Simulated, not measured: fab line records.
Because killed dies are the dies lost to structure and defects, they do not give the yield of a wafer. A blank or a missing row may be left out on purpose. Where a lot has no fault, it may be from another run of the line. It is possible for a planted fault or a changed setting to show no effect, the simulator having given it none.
Code-filled problem report in 8D (eight disciplines) form -- flow n5Finfet -- the parts of the form that need people (team, actions taken, sign-off) are left out

1. THE PROBLEM
plateTempC at N5_BEOL_M2_COAT_73 reads a mean of 196.47 C on 6 wafers of 2 lots; wafers without a fault read 204.99 C with a standard deviation of 0.15. That puts it -57 standard deviations away from the usual mean.
The step: time 60 s, resist thk 5 nm.
First observed at day 8 06:32: wafer L326.1, on lithoTrack-05. The record holds 29 wafers of 11 lots with a number at this step. By rule, "out" or "out of limits" means more than 4 standard deviations away from the usual mean. Any other wafer with a number is counted as sound.

2. WHAT IT IS, AND WHAT IT ISN'T
question,is,is not
which readings at this step,"plateTempC, heaterPowerTotalW",resistLineTempC
which lots,"L326, L327","L318, L321, L323, L324, L334, L336, L338, L340, L341"
which wafers of those lots,all that have a number,-
read on which tools,lithoTrack-05,"lithoTrack-01, lithoTrack-04"
when,from day 8 06:32,"up to then (11 sound wafers); but 12 sound wafers of L334, L336, L338, L340, L341 came after"

3. THE SUSPECTS, EACH WITH WHAT RULES IT OUT
Counting: any tool at a process step up to the reading is kept as a suspect provided that every lot that is out went through it and no sound lot did after the first of them.
- lithoTrack-05 at N5_BEOL_M2_COAT_73 (time 60 s, resist thk 5 nm): ruled out as a lasting fault. The sound lots L338, L340, L341 went through it after L326, its earliest lot that is out (day 8 06:32).
Left after counting: nothing in the record.

4. THE CAUSE (what the simulator had put in)
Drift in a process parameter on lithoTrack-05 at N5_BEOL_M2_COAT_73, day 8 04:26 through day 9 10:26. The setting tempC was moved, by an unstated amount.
Counting ruled it out, wrongly.

5. SEQUENCE OF EFFECTS, ordered by route
One row per reading whose mean, taken over the struck wafers that have a number, lies over 3 standard deviations from the usual. Only readings whose record carries a usual standard deviation are examined. hours: median over the lots of the time between each lot's start at the first step of this table that gives one and its start at this step. sigmas: the change, counted in usual standard deviations.
hours,step,reading,usual,on struck wafers,change,sigmas
0,N5_BEOL_M2_COAT_73,heaterPowerTotalW,391.7 W,371.2,-20.5,-15
0,N5_BEOL_M2_COAT_73,plateTempC,204.99 C,196.47,-8.52,-57
Process steps it contains:
- N5_BEOL_M2_COAT_73: time 60 s, resist thk 5 nm.
Later measuring or inspecting steps at which every struck wafer that the step has a row for has a number for every such reading, and none has moved that far: N5_BEOL_M4_RC_MEAS_101.

6. WHAT WOULD HAVE CAUGHT IT SOONER
First out-of-limits reading in this record: day 8 06:32, which is 2 hours after fault onset at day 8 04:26.
